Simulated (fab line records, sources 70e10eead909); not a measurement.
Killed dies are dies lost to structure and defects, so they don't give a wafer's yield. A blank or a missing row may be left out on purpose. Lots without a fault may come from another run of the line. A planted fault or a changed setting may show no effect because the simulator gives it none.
Which tool did it? | flow nand_harc | 6 lots, 18 wafers sampled, at 5 steps of a route of 1302

WHAT THE GAUGES READ, wafer by wafer
NHARC_END_SORT_01.
lot | measured | on | killed_at_array

WHICH TOOL RAN EACH LOT (tool, then ch and the chambers of the sampled wafers, then the start)
lot  | NHARC_A_STAIRCASE_STRIP_316                   | NHARC_A_STAIRCASE_STRIP_476        | NHARC_A_STAIRCASE_ALD_420        | NHARC_A_STAIRCASE_DEP_151
L514 | rie_diel-11 ch 0,2,3, day 18 16:27 or earlier | rie_diel-03 ch 1,2,3, day 18 16:27 | ald_hk-03 ch 0,3, day 18 19:15   | pecvd-03 ch 0,1,2, day 19 03:33
L518 | rie_diel-02 ch 0,2,3, day 20 12:07 or earlier | rie_diel-11 ch 1,3, day 20 12:07   | ald_hk-03 ch 0,2,3, day 20 17:29 | pecvd-03 ch 0,1, day 21 01:29
L526 | rie_diel-03 ch 1,2,3, day 23 01:39 or earlier | rie_diel-02 ch 1,2, day 23 01:39   | ald_hk-01 ch 1,3, day 23 04:28   | pecvd-01 ch 0,1, day 23 13:35
L527 | rie_diel-11 ch 0,1,3, day 24 01:35 or earlier | rie_diel-11 ch 1,2,3, day 24 01:35 | ald_hk-01 ch 0,1,2, day 24 06:55 | pecvd-03 ch 0,1,2, day 24 14:49
L530 | rie_diel-03 ch 0,2,3, day 25 05:22 or earlier | rie_diel-11 ch 1,2,3, day 25 05:22 | ald_hk-03 ch 0,1,2, day 25 08:19 | pecvd-04 ch 0,1,2, day 25 16:19
L534 | rie_diel-03 ch 0,1,3, day 26 15:04 or earlier | rie_diel-02 ch 0,3, day 26 15:04   | ald_hk-02 ch 1,2, day 26 22:18   | pecvd-04 ch 0,1,2, day 27 06:44
- NHARC_A_STAIRCASE_STRIP_316: strips in O2.
- NHARC_A_STAIRCASE_STRIP_476: strips in O2, time 20 s.
- NHARC_A_STAIRCASE_ALD_420: deposits SiO2, target thk 20 nm, pulse time 6 s, ald cycles 200.
- NHARC_A_STAIRCASE_DEP_151: deposits SiO2, target thk 7200 nm.

THE ANSWER, worked out from the rows above alone
Rule: what is usual is taken from the lots themselves. Put in order of their means at a reading, lots are off if they are a third of the lots or fewer, leave a main group of 4 or more, and stand apart from it by a gap of 3 or more times the standard deviation of the main group's means; of several such gaps the widest counts. A main group whose means are all the same, to the digits that the tables above print for the reading, isn't used. A lot without any number at a reading at which 4 lots or more have one is off too. The other lots that the step has rows for count as sound.
No lot is off at any reading shown: from this, nothing can be told.

WHAT THE SIMULATOR HAD PUT IN
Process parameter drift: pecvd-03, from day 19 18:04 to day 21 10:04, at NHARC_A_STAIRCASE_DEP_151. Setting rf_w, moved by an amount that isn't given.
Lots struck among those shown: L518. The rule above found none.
